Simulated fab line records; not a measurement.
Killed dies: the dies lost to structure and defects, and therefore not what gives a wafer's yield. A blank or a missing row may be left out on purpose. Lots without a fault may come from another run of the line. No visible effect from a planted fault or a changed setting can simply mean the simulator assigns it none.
Matching of chambers	flow n5Finfet	N5_BEOL_M11_ALD_74 on aldMetal-02: 4 sister chambers
The step deposits TaN, target thk 2 nm, pulse time 2 s, purge time 3 s. 14 wafers are shown with their chamber, then 7 later ones without.

== WAFERS WITH THEIR CHAMBER ==
wafer	chamber	heaterPowerW (W)
L076.2	2	373
L076.3	0	451
L076.6	2	372
L077.3	0	434
L077.5	2	369
L077.6	1	405
L089.1	3	458
L089.2	2	381
L089.3	1	402
L090.1	3	451
L090.3	0	450
L090.5	2	371
L092.1	2	381
L092.2	3	444

SIGNATURES, as means of the wafers listed above
reading	chamber 0	chamber 1	chamber 2	chamber 3	scatter within a chamber
heaterPowerW	445.00	403.50	374.50	451.00	6.48
Rule: for a wafer and a chamber, the distance is found by dividing, reading by reading, the gap between the wafer's reading and the chamber's mean by the reading's scatter, squaring, summing and taking the root. If the next closest chamber is less than 2 further off than the closest, the wafer can't be placed; otherwise it belongs to the closest. The scatter: take each reading less its chamber's mean, square it, sum over the shown wafers, divide by the number of wafers less the number of chambers, and take the root.

== WAFERS WHOSE CHAMBER IS MISSING ==
wafer	heaterPowerW (W)
L092.4	444
L094.3	440
L094.4	405
L094.6	371
L097.2	449
L097.4	441
L097.6	367

== WHICH CHAMBER EACH ONE RAN IN ==
wafer	from the rows above	in truth
L092.4	can't be placed: 0 or 3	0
L094.3	can't be placed: 0 or 3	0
L094.4	1	1
L094.6	2	2
L097.2	can't be placed: 3 or 0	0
L097.4	can't be placed: 0 or 3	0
L097.6	2	2
Correct placement for 3 of the 7. Unplaceable from these rows: 4, with the true chamber sitting among the candidates in 4. Wrongly placed: 0.
